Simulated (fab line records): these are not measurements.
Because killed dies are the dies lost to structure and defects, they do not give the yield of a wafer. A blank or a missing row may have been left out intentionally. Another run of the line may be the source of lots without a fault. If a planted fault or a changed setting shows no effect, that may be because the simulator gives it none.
Lot-split experiment / flow n5_finfet / 39 wafers read from 7 lots, route of 1938 steps

== THE SPLIT ITSELF ==
At N5_STI_FIN_REVEAL_ALD_00 (deposits SiO2, target thk 1 nm, pulse time 1 s), the setting target_thk_a was moved away from the recipe's 10 angstrom on 18 of the 39 wafers read, by -33.1% to +52.6%. For the rest of the wafers, this setting stayed at what the recipe calls for.

The reading is taken at the split's own step.

== THE READING ==
SiO2_of_STI_FIN_REVEAL_ALD_00.thk_nm (the simulator's own value, which no gauge read), in nm, at N5_STI_FIN_REVEAL_ALD_00 (deposits SiO2, target thk 1 nm, pulse time 1 s). There is no usual value for it anywhere in the file.

wafer=L075.1; tool, chamber at the split=ald_sin-01, 1,2,3; target_thk_a as run, angstrom=14.84; against the recipe=+48.4%; SiO2_of_STI_FIN_REVEAL_ALD_00.thk_nm, nm=1.4; against lot-mates on the recipe=+0.4
wafer=L075.2; tool, chamber at the split=ald_sin-01, 1,2,3; target_thk_a as run, angstrom=14.84; against the recipe=+48.4%; SiO2_of_STI_FIN_REVEAL_ALD_00.thk_nm, nm=1.4; against lot-mates on the recipe=+0.4
wafer=L075.6; tool, chamber at the split=ald_sin-01, 1,2,3; target_thk_a as run, angstrom=14.84; against the recipe=+48.4%; SiO2_of_STI_FIN_REVEAL_ALD_00.thk_nm, nm=1.4; against lot-mates on the recipe=+0.4
wafer=L075.3; tool, chamber at the split=ald_sin-01, 0,3,0; target_thk_a as run, angstrom=10; against the recipe=recipe; SiO2_of_STI_FIN_REVEAL_ALD_00.thk_nm, nm=1; against lot-mates on the recipe=-
wafer=L075.4; tool, chamber at the split=ald_sin-01, 0,3,0; target_thk_a as run, angstrom=10; against the recipe=recipe; SiO2_of_STI_FIN_REVEAL_ALD_00.thk_nm, nm=1; against lot-mates on the recipe=-
wafer=L075.5; tool, chamber at the split=ald_sin-01, 0,3,0; target_thk_a as run, angstrom=10; against the recipe=recipe; SiO2_of_STI_FIN_REVEAL_ALD_00.thk_nm, nm=1; against lot-mates on the recipe=-
wafer=L078.1; tool, chamber at the split=ald_sin-03, 3,1,2; target_thk_a as run, angstrom=11.84; against the recipe=+18.4%; SiO2_of_STI_FIN_REVEAL_ALD_00.thk_nm, nm=1.2; against lot-mates on the recipe=+0.2
wafer=L078.3; tool, chamber at the split=ald_sin-03, 3,1,2; target_thk_a as run, angstrom=11.84; against the recipe=+18.4%; SiO2_of_STI_FIN_REVEAL_ALD_00.thk_nm, nm=1.2; against lot-mates on the recipe=+0.2
wafer=L078.4; tool, chamber at the split=ald_sin-03, 3,1,2; target_thk_a as run, angstrom=11.84; against the recipe=+18.4%; SiO2_of_STI_FIN_REVEAL_ALD_00.thk_nm, nm=1.2; against lot-mates on the recipe=+0.2
wafer=L078.2; tool, chamber at the split=ald_sin-03, 0,1,0; target_thk_a as run, angstrom=10; against the recipe=recipe; SiO2_of_STI_FIN_REVEAL_ALD_00.thk_nm, nm=1; against lot-mates on the recipe=-
wafer=L078.5; tool, chamber at the split=ald_sin-03, 0,1,0; target_thk_a as run, angstrom=10; against the recipe=recipe; SiO2_of_STI_FIN_REVEAL_ALD_00.thk_nm, nm=1; against lot-mates on the recipe=-
wafer=L078.6; tool, chamber at the split=ald_sin-03, 0,1,0; target_thk_a as run, angstrom=10; against the recipe=recipe; SiO2_of_STI_FIN_REVEAL_ALD_00.thk_nm, nm=1; against lot-mates on the recipe=-
wafer=L079.1; tool, chamber at the split=ald_sin-01, 2,0,1; target_thk_a as run, angstrom=15.26; against the recipe=+52.6%; SiO2_of_STI_FIN_REVEAL_ALD_00.thk_nm, nm=1.6; against lot-mates on the recipe=+0.6
wafer=L079.5; tool, chamber at the split=ald_sin-01, 2,0,1; target_thk_a as run, angstrom=15.26; against the recipe=+52.6%; SiO2_of_STI_FIN_REVEAL_ALD_00.thk_nm, nm=1.6; against lot-mates on the recipe=+0.6
wafer=L079.6; tool, chamber at the split=ald_sin-01, 2,0,1; target_thk_a as run, angstrom=15.26; against the recipe=+52.6%; SiO2_of_STI_FIN_REVEAL_ALD_00.thk_nm, nm=1.6; against lot-mates on the recipe=+0.6
wafer=L079.2; tool, chamber at the split=ald_sin-01, 0,1,3; target_thk_a as run, angstrom=10; against the recipe=recipe; SiO2_of_STI_FIN_REVEAL_ALD_00.thk_nm, nm=1; against lot-mates on the recipe=-
wafer=L079.3; tool, chamber at the split=ald_sin-01, 0,1,3; target_thk_a as run, angstrom=10; against the recipe=recipe; SiO2_of_STI_FIN_REVEAL_ALD_00.thk_nm, nm=1; against lot-mates on the recipe=-
wafer=L079.4; tool, chamber at the split=ald_sin-01, 0,1,3; target_thk_a as run, angstrom=10; against the recipe=recipe; SiO2_of_STI_FIN_REVEAL_ALD_00.thk_nm, nm=1; against lot-mates on the recipe=-
wafer=L082.1; tool, chamber at the split=ald_sin-04, 1,3,0; target_thk_a as run, angstrom=10; against the recipe=recipe; SiO2_of_STI_FIN_REVEAL_ALD_00.thk_nm, nm=1; against lot-mates on the recipe=-
wafer=L082.5; tool, chamber at the split=ald_sin-04, 1,3,0; target_thk_a as run, angstrom=10; against the recipe=recipe; SiO2_of_STI_FIN_REVEAL_ALD_00.thk_nm, nm=1; against lot-mates on the recipe=-
wafer=L082.6; tool, chamber at the split=ald_sin-04, 1,3,0; target_thk_a as run, angstrom=10; against the recipe=recipe; SiO2_of_STI_FIN_REVEAL_ALD_00.thk_nm, nm=1; against lot-mates on the recipe=-
wafer=L082.2; tool, chamber at the split=ald_sin-04, 3,2,0; target_thk_a as run, angstrom=6.691; against the recipe=-33.1%; SiO2_of_STI_FIN_REVEAL_ALD_00.thk_nm, nm=0.6; against lot-mates on the recipe=-0.4
wafer=L082.3; tool, chamber at the split=ald_sin-04, 3,2,0; target_thk_a as run, angstrom=6.691; against the recipe=-33.1%; SiO2_of_STI_FIN_REVEAL_ALD_00.thk_nm, nm=0.6; against lot-mates on the recipe=-0.4
wafer=L082.4; tool, chamber at the split=ald_sin-04, 3,2,0; target_thk_a as run, angstrom=6.691; against the recipe=-33.1%; SiO2_of_STI_FIN_REVEAL_ALD_00.thk_nm, nm=0.6; against lot-mates on the recipe=-0.4
wafer=L083.1; tool, chamber at the split=ald_sin-04, 3,0,1; target_thk_a as run, angstrom=14.65; against the recipe=+46.5%; SiO2_of_STI_FIN_REVEAL_ALD_00.thk_nm, nm=1.4; against lot-mates on the recipe=+0.4
wafer=L083.3; tool, chamber at the split=ald_sin-04, 3,0,1; target_thk_a as run, angstrom=14.65; against the recipe=+46.5%; SiO2_of_STI_FIN_REVEAL_ALD_00.thk_nm, nm=1.4; against lot-mates on the recipe=+0.4
wafer=L083.4; tool, chamber at the split=ald_sin-04, 3,0,1; target_thk_a as run, angstrom=14.65; against the recipe=+46.5%; SiO2_of_STI_FIN_REVEAL_ALD_00.thk_nm, nm=1.4; against lot-mates on the recipe=+0.4
wafer=L083.2; tool, chamber at the split=ald_sin-04, 2,3,0; target_thk_a as run, angstrom=10; against the recipe=recipe; SiO2_of_STI_FIN_REVEAL_ALD_00.thk_nm, nm=1; against lot-mates on the recipe=-
wafer=L083.5; tool, chamber at the split=ald_sin-04, 2,3,0; target_thk_a as run, angstrom=10; against the recipe=recipe; SiO2_of_STI_FIN_REVEAL_ALD_00.thk_nm, nm=1; against lot-mates on the recipe=-
wafer=L083.6; tool, chamber at the split=ald_sin-04, 2,3,0; target_thk_a as run, angstrom=10; against the recipe=recipe; SiO2_of_STI_FIN_REVEAL_ALD_00.thk_nm, nm=1; against lot-mates on the recipe=-
wafer=L091.1; tool, chamber at the split=ald_sin-04, 2,0,3; target_thk_a as run, angstrom=7.259; against the recipe=-27.4%; SiO2_of_STI_FIN_REVEAL_ALD_00.thk_nm, nm=0.8; against lot-mates on the recipe=-0.2
wafer=L091.5; tool, chamber at the split=ald_sin-04, 2,0,3; target_thk_a as run, angstrom=7.259; against the recipe=-27.4%; SiO2_of_STI_FIN_REVEAL_ALD_00.thk_nm, nm=0.8; against lot-mates on the recipe=-0.2
wafer=L091.6; tool, chamber at the split=ald_sin-04, 2,0,3; target_thk_a as run, angstrom=7.259; against the recipe=-27.4%; SiO2_of_STI_FIN_REVEAL_ALD_00.thk_nm, nm=0.8; against lot-mates on the recipe=-0.2
wafer=L091.2; tool, chamber at the split=ald_sin-04, 1,3,0; target_thk_a as run, angstrom=10; against the recipe=recipe; SiO2_of_STI_FIN_REVEAL_ALD_00.thk_nm, nm=1; against lot-mates on the recipe=-
wafer=L091.3; tool, chamber at the split=ald_sin-04, 1,3,0; target_thk_a as run, angstrom=10; against the recipe=recipe; SiO2_of_STI_FIN_REVEAL_ALD_00.thk_nm, nm=1; against lot-mates on the recipe=-
wafer=L091.4; tool, chamber at the split=ald_sin-04, 1,3,0; target_thk_a as run, angstrom=10; against the recipe=recipe; SiO2_of_STI_FIN_REVEAL_ALD_00.thk_nm, nm=1; against lot-mates on the recipe=-
wafer=L095.2; tool, chamber at the split=ald_sin-03, 2,1,2; target_thk_a as run, angstrom=10; against the recipe=recipe; SiO2_of_STI_FIN_REVEAL_ALD_00.thk_nm, nm=1; against lot-mates on the recipe=-
wafer=L095.3; tool, chamber at the split=ald_sin-03, 2,1,2; target_thk_a as run, angstrom=10; against the recipe=recipe; SiO2_of_STI_FIN_REVEAL_ALD_00.thk_nm, nm=1; against lot-mates on the recipe=-
wafer=L095.6; tool, chamber at the split=ald_sin-03, 2,1,2; target_thk_a as run, angstrom=10; against the recipe=recipe; SiO2_of_STI_FIN_REVEAL_ALD_00.thk_nm, nm=1; against lot-mates on the recipe=-
When a row names more than one chamber, that row covers several wafers, and the file does not tell which wafer ran in which chamber.

THE FIT
A straight line over all 39 wafers: SiO2_of_STI_FIN_REVEAL_ALD_00.thk_nm changes by +0.00974 nm for each +1% of target_thk_a; r = +0.98; the points scatter about the line by 0.046 nm.
The same after taking each lot's own level away (the mean of its wafers on the recipe; 39 wafers): +0.00974 nm for each +1%; r = +0.98; scatter 0.046 nm.
According to that fit, moving target_thk_a by its largest amount changes the reading by 0.51 nm.
The lots' own levels span 1.00 to 1.00 nm.
Hence the lot-to-lot level has little effect on the slope; both slopes agree.
Check: with one of the wafers moved furthest among these (+52.6%) left out of the fit, the line predicts +0.5 nm for it against its lot-mates. Against them it came out at +0.6 nm.

== FURTHER SPLITS ON THESE WAFERS ==
Note: prior to the reading, these wafers also went through further splits. Each is held against what the fit with the lots' levels taken away leaves over:
other split on the same wafers=N5_ZERO_LAYER_DEVELOP_10 develop_time_s; wafers away from the commonest value=12; r with SiO2_of_STI_FIN_REVEAL_ALD_00.thk_nm (lot level and that fit taken away)=-0.04
other split on the same wafers=N5_FIN_SAQP_ALD_61 ald_cycles; wafers away from the commonest value=12; r with SiO2_of_STI_FIN_REVEAL_ALD_00.thk_nm (lot level and that fit taken away)=+0.02

== FILE'S OWN FIT ==
SiO2_of_STI_FIN_REVEAL_ALD_00.thk_nm changes by +0.00972 nm for each +1% of target_thk_a, r = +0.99.
